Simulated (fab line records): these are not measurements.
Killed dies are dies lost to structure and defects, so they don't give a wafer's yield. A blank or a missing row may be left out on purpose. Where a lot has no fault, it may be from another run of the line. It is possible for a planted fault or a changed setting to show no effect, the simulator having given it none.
The tool behind it: which one?    flow n5-finfet    9 lots, 27 wafers sampled, at 5 steps of a route of 1938

## WHAT THE GAUGES READ, wafer by wafer
N5_BEOL_M4_RC_MEAS_101. Usual: DIBL_N 36.4 mV/V, standard deviation 1.4; DIBL_P 36.3 mV/V, standard deviation 1.5; IOFF_N 0.162 nA/um, standard deviation 0.023; IOFF_P 0.211 nA/um, standard deviation 0.027; ION_N 676 uA/um, standard deviation 9.7; ION_P 463 uA/um, standard deviation 6.4; SS_N 71.5 mV/dec, standard deviation 0.5; SS_P 73.3 mV/dec, standard deviation 0.6; VT_N 249.3 mV, standard deviation 2.5; VT_P -249.9 mV, standard deviation 2.8.
lot   measured      on         DIBL_N (mV/V)   DIBL_P (mV/V)   IOFF_N (nA/um)     IOFF_P (nA/um)     ION_N (uA/um)  ION_P (uA/um)  SS_N (mV/dec)   SS_P (mV/dec)   VT_N (mV)          VT_P (mV)             flag
L598  day 7 19:14   prober-02  37.8 37.2 38.0  35.0 35.9 36.3  0.163 0.155 0.161  0.205 0.225 0.222  663 672 664    456 466 457    72.0 71.1 71.8  73.1 72.1 73.2  250.6 249.4 250.6  -251.6 -249.4 -248.1  
L599  day 8 05:42   prober-02  36.4 37.6 36.8  35.9 36.8 35.5  0.157 0.184 0.168  0.212 0.222 0.214  680 685 683    470 468 468    70.9 71.6 71.6  73.2 73.4 72.8  248.7 247.1 247.9  -249.4 -247.8 -248.2  
L603  day 9 05:01   prober-02  35.4 36.2 33.2  36.3 37.1 33.3  0.174 0.183 0.131  0.253 0.274 0.208  677 678 675    470 472 471    71.4 71.1 71.1  73.0 73.0 72.1  247.8 246.7 250.9  -245.6 -242.0 -245.3  
L604  day 9 20:55   prober-01  33.7 36.4 37.4  33.6 36.3 38.2  0.121 0.162 0.174  0.176 0.223 0.237  664 671 670    462 461 458    70.7 70.9 71.6  72.0 72.7 73.3  253.4 249.2 249.3  -253.6 -250.1 -247.8  
L607  day 10 17:31  prober-02  35.0 35.8 35.3  36.0 36.0 36.2  0.133 0.146 0.143  0.176 0.171 0.181  668 657 675    463 446 459    71.6 71.3 71.8  73.2 72.7 73.3  250.4 252.2 248.1  -252.8 -252.0 -255.4  
L612  day 11 14:55  prober-01  35.0 35.0 35.4  35.2 35.0 35.9  0.154 0.155 0.172  0.215 0.213 0.230  688 680 681    472 469 466    71.2 70.3 71.2  74.1 73.4 73.5  246.0 250.0 244.4  -248.1 -248.0 -247.5  
L615  day 12 05:59  prober-02  40.7 37.8 38.3  39.0 36.8 36.3  0.230 0.179 0.175  0.267 0.214 0.209  675 682 669    460 466 454    72.9 71.9 72.8  74.4 74.1 73.3  247.4 247.4 249.5  -248.4 -249.9 -248.8  
L613  day 12 08:04  prober-02  36.4 38.5 36.7  35.6 38.1 36.1  0.141 0.177 0.150  0.203 0.247 0.213  683 692 676    470 472 467    71.8 71.7 72.1  73.0 73.6 72.8  250.3 246.2 248.3  -251.5 -246.2 -247.7  
L620  day 13 09:50  prober-02  34.1 37.0 35.6  32.7 36.4 35.0  0.122 0.164 0.149  0.172 0.225 0.198  674 673 691    465 463 470    70.9 71.6 71.2  72.6 73.3 73.7  252.4 248.5 247.3  -251.9 -248.6 -248.5  

N5_BEOL_M12_OVL_MEAS_11. Usual: V11_OVL 4 nm, standard deviation 5.6.
lot   measured      on          V11_OVL (nm)  flag
L598  day 10 12:31  overlay-01  3 13 2        
L599  day 10 16:16  overlay-02  -3 5 -6       
L603  day 12 05:01  overlay-01  4 -3 -6       
L604  day 12 17:14  overlay-01  1 1 3         
L607  day 13 08:56  overlay-01  8 0 9         
L612  day 14 07:18  overlay-01  13 20 12      
L615  day 14 19:18  overlay-01  6 4 7         
L613  day 14 19:52  overlay-02  7 5 3         
L620  day 16 01:49  overlay-01  0 7 14        

N5_BEOL_M12_OCD_MEAS_35. Usual: trench-depth-nm at 322 nm, with a standard deviation of 4.1.
lot   measured      on      trench-depth-nm (nm)  flag
L598  day 10 14:13  ocd-02  319 310 319           
L599  day 10 18:06  ocd-01  320 314 320           
L603  day 12 06:55  ocd-01  327 319 324           
L604  day 12 18:44  ocd-01  321 325 322           
L607  day 13 10:25  ocd-01  325 323 328           
L612  day 14 08:55  ocd-02  322 315 322           
L615  day 14 21:35  ocd-01  - - -                 OFF
L613  day 14 22:23  ocd-02  - - -                 OFF
L620  day 16 03:38  ocd-02  318 320 325           

## EACH LOT AND THE TOOL THAT RAN IT (in order: tool; ch and the chambers of the sampled wafers; start)
lot   N5_BEOL_M12_ETCH_59                 N5_BEOL_M12_ETCH_67
L598  rie-diel-06 ch 1,3, day 10 12:36    rie-diel-06 ch 1,3, day 10 13:44
L599  rie-diel-06 ch 1,3, day 10 16:21    rie-diel-04 ch 1,3, day 10 17:37
L603  rie-diel-02 ch 0,1,3, day 12 05:11  rie-diel-04 ch 0,3, day 12 06:26
L604  rie-diel-04 ch 1,2,3, day 12 17:20  rie-diel-02 ch 1,2, day 12 18:14
L607  rie-diel-02 ch 0,1,3, day 13 09:02  rie-diel-02 ch 0,1,3, day 13 09:56
L612  rie-diel-02 ch 1,2, day 14 07:23    rie-diel-06 ch 0,1, day 14 08:26
L615  rie-diel-06 ch 1,2,3, day 14 19:23  rie-diel-06 ch 2,3, day 14 21:06
L613  rie-diel-04 ch 2,3, day 14 19:58    rie-diel-04 ch 0,3, day 14 21:54
L620  rie-diel-02 ch 1,3, day 16 01:55    rie-diel-06 ch 0,1,3, day 16 03:10
- N5_BEOL_M12_ETCH_59: etches BARC in N2/H2, target depth 89 nm, overetch 26.7 nm, time 67.9 s.
- N5_BEOL_M12_ETCH_67: etches SiARC in CF4, target depth 143 nm, time 238.3 s.

## WHAT THE TOOLS THEMSELVES READ (means of the sampled wafers that have a number; where no wafer has one, the mark that the record gives instead)
N5_BEOL_M12_ETCH_59. Usual: bias-w 150.0 W, standard deviation 0.41; chamber-pressure-mTorr 30.001 mTorr, standard deviation 0.027; drypump-motor-current-A 5.6 A, standard deviation 0.57; oes-product-au 0.69 a.u., standard deviation 0.055; rf-vpp-V 524.4 V, standard deviation 2.3; showerhead-plenum-p-Torr 2.56 Torr, standard deviation 0.08; throttle-valve-pct 17.83 %, standard deviation 0.2.
lot   tool         bias-w (W)  chamber-pressure-mTorr (mTorr)  drypump-motor-current-A (A)  oes-product-au (a.u.)  rf-vpp-V (V)  showerhead-plenum-p-Torr (Torr)  throttle-valve-pct (%)  flag
L598  rie-diel-06  149.8       30.025                          5.2                          0.70                   524.3         2.57                             17.94                   
L599  rie-diel-06  149.6       30.003                          5.1                          0.66                   523.5         2.54                             18.07                   
L603  rie-diel-02  149.7       29.999                          5.9                          0.74                   526.2         2.62                             17.73                   
L604  rie-diel-04  149.8       30.010                          5.4                          0.65                   523.9         2.54                             17.92                   
L607  rie-diel-02  150.1       30.005                          5.9                          0.73                   525.0         2.62                             17.73                   
L612  rie-diel-02  150.0       30.000                          5.5                          0.68                   523.4         2.52                             18.04                   
L615  rie-diel-06  150.0       29.992                          5.5                          0.71                   522.9         2.51                             17.86                   
L613  rie-diel-04  149.7       30.035                          5.4                          0.65                   523.5         2.54                             17.90                   
L620  rie-diel-02  149.9       30.002                          6.4                          0.71                   523.0         2.54                             17.80                   

N5_BEOL_M12_ETCH_67. Usual: bias-w 36.01 W, standard deviation 0.096; cf4-flow-sccm 100.0 sccm, standard deviation 0.33; drypump-motor-current-A 5.6 A, standard deviation 0.55; etch-rf-on-time-s 236 s, standard deviation 4.1; mfc-ar-sccm 100.04 sccm, standard deviation 0.29; oes-product-au 0.71 a.u., standard deviation 0.066; rf-vpp-V 184.0 V, standard deviation 1.1; showerhead-plenum-p-Torr 2.15 Torr, standard deviation 0.059; throttle-valve-pct 15.49 %, standard deviation 0.18.
lot   tool         bias-w (W)  cf4-flow-sccm (sccm)  drypump-motor-current-A (A)  etch-rf-on-time-s (s)  mfc-ar-sccm (sccm)  oes-product-au (a.u.)  rf-vpp-V (V)  showerhead-plenum-p-Torr (Torr)  throttle-valve-pct (%)  flag
L598  rie-diel-06  36.02       100.0                 5.2                          238                    100.14              0.70                   184.3         2.16                             15.64                   
L599  rie-diel-04  35.94       100.2                 5.5                          236                    99.90               0.64                   183.5         2.14                             15.68                   
L603  rie-diel-04  35.89       99.6                  6.0                          236                    100.02              0.67                   184.9         2.16                             15.37                   
L604  rie-diel-02  35.92       100.0                 5.5                          235                    99.95               0.69                   183.5         2.12                             15.67                   
L607  rie-diel-02  36.00       100.1                 5.9                          231                    100.16              0.75                   184.6         2.20                             15.43                   
L612  rie-diel-06  36.06       99.8                  5.6                          237                    100.01              0.80                   183.7         2.13                             15.37                   
L615  rie-diel-06  -           -                     -                            -                      -                   -                      -             -                                -                       OFF
L613  rie-diel-04  -           -                     -                            -                      -                   -                      -             -                                -                       OFF
L620  rie-diel-06  36.02       100.0                 5.3                          237                    100.01              0.75                   184.3         2.12                             15.46                   

## THE ANSWER, worked out from the rows above alone
Rule: a lot counts as off when the mean over its wafers that have a number is more than 3 standard deviations away from the usual mean. Also off: a lot with no number at a reading for which 4 or more lots have one. Any other lot the step has rows for is counted as sound. The gauges are gone through in route order, then the tools' own readings, and for those a lot's mean is taken as printed above. The first step at which some lot is off is used, and at that step the reading that is off furthest; a lot without a number counts as furthest.
Off, at N5_BEOL_M12_OCD_MEAS_35 on trench-depth-nm: L615, L613. Without a number there: L615, L613.
A tool fits if, at a process step before that reading, it ran every lot that is off, and no sound lot after the first of them. The gauges at N5_BEOL_M12_OCD_MEAS_35 aren't tried: what is off there is off at N5_BEOL_M12_ETCH_67 too, on other tools, and a gauge's error can't cause that. None of those tried fits.

## WHAT THE SIMULATOR HAD INSERTED
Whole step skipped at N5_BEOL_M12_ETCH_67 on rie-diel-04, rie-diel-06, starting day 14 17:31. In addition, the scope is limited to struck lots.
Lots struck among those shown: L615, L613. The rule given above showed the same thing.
